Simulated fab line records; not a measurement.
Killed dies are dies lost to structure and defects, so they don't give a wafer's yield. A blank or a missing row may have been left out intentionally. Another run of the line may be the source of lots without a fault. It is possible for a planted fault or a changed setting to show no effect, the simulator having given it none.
A lot that was struck, set against a sound lot ; flow nand_harc ; 14 steps out of a route of 1302
Sound: wafers L665.1, L665.4, L665.6. Struck: wafer L667.4; the same lot's L667.6 was not struck, so it is left out; see the end for the cause.
Each step with rows lists, per side, the tool, then ch with its chambers, then its first start. Under that, the readings that differ: sound wafers ; struck wafers ; difference of the means ; sigmas: that difference in standard deviations of wafers without a fault.
alike: a reading whose means differ by less than 2 such deviations, as well as words and numbers matching on both sides. not compared: withheld readings; readings where some wafer has no value; bounds like >300 that might hide an equal value; numbers whose values overlap and for which the record gives no deviation.
The two part at a step that has a row with sigmas, a row that says differs or no value, or rows on one side only. When numbers do not overlap yet have no deviation, they are printed without sigmas and do not part them. A reading missing from all wafers of one side parts the sides only when that side holds two or more wafers.

first, 10 steps without rows for these wafers: NHARC_A_STAIRCASE_SRD_174; NHARC_A_STAIRCASE_DEHYDRATE_01 (time 120 s); NHARC_A_STAIRCASE_HMDS_02 (time 30 s); NHARC_A_STAIRCASE_COAT_03; NHARC_A_STAIRCASE_SOFTBAKE_04 (time 170 s); NHARC_A_STAIRCASE_EBR_05; NHARC_A_STAIRCASE_EXPOSE_06 (exposes mask STAIR); NHARC_A_STAIRCASE_PEB_07 (peb time 130 s); NHARC_A_STAIRCASE_DEVELOP_08 (time 140 s); NHARC_A_STAIRCASE_HARDBAKE_10 (time 140 s).
NHARC_A_STAIRCASE_DESCUM_11: chemistry O2, time 3 s.
  sound on rie_diel-08 ch 1,2,3, day 22 00:41; struck on rie_diel-08 ch 0, day 22 20:05
  alike: drypump_motor_current_A, oes_product_au, rf_vpp_V, showerhead_plenum_p_Torr, throttle_valve_pct
  not compared: rf_hours_counter_h
NHARC_A_STAIRCASE_TRIM_12: chemistry O2, time 211.2 s.
  sound on rie_diel-08 ch 0,2,3, day 22 00:46; struck on rie_diel-08 ch 3, day 22 20:12
reading;sound;struck;difference;sigmas
oes_product_au (a.u.);1.024 1.002 1.001;0.791;-0.218;-22
  alike: drypump_motor_current_A, rf_vpp_V, showerhead_plenum_p_Torr, throttle_valve_pct
  not compared: rf_hours_counter_h
NHARC_A_STAIRCASE_ETCH_13: etches the open film in C4F8/O2, target depth 100 nm, time 40.5 s.
  sound: rie_diel-08 ch 1,3; struck: rie_diel-08 ch 2
  alike: oes_product_au, rf_fwd_power_W, rf_vpp_V
  not compared: rf_hours_counter_h
-- record jumps: 9 days between struck wafers' starts before vs after; left off in module A_STAIRCASE, resumes in module END, first step shown is number 1302 of the route --
NHARC_END_SORT_01:
  sound on prober-01 ch 0, day 30 12:36; struck on prober-01 ch 0, day 31 16:09
reading;sound;struck;difference;sigmas
killed_at_array;38 44 51;674;+630;+39
killed_at_periphery;6 8 10;2;-6;-2
killed_dies;44 52 61;677;+625;+39
  alike: killed_at_other, killed_open, killed_short

== WHERE THEY PART ==
Last at NHARC_END_SORT_01 as far as this record goes, first at NHARC_A_STAIRCASE_TRIM_12.

WHY: the cause the simulator had injected
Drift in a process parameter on rie_diel-08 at NHARC_A_STAIRCASE_TRIM_12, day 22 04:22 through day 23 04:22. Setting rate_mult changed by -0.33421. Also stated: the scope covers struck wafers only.
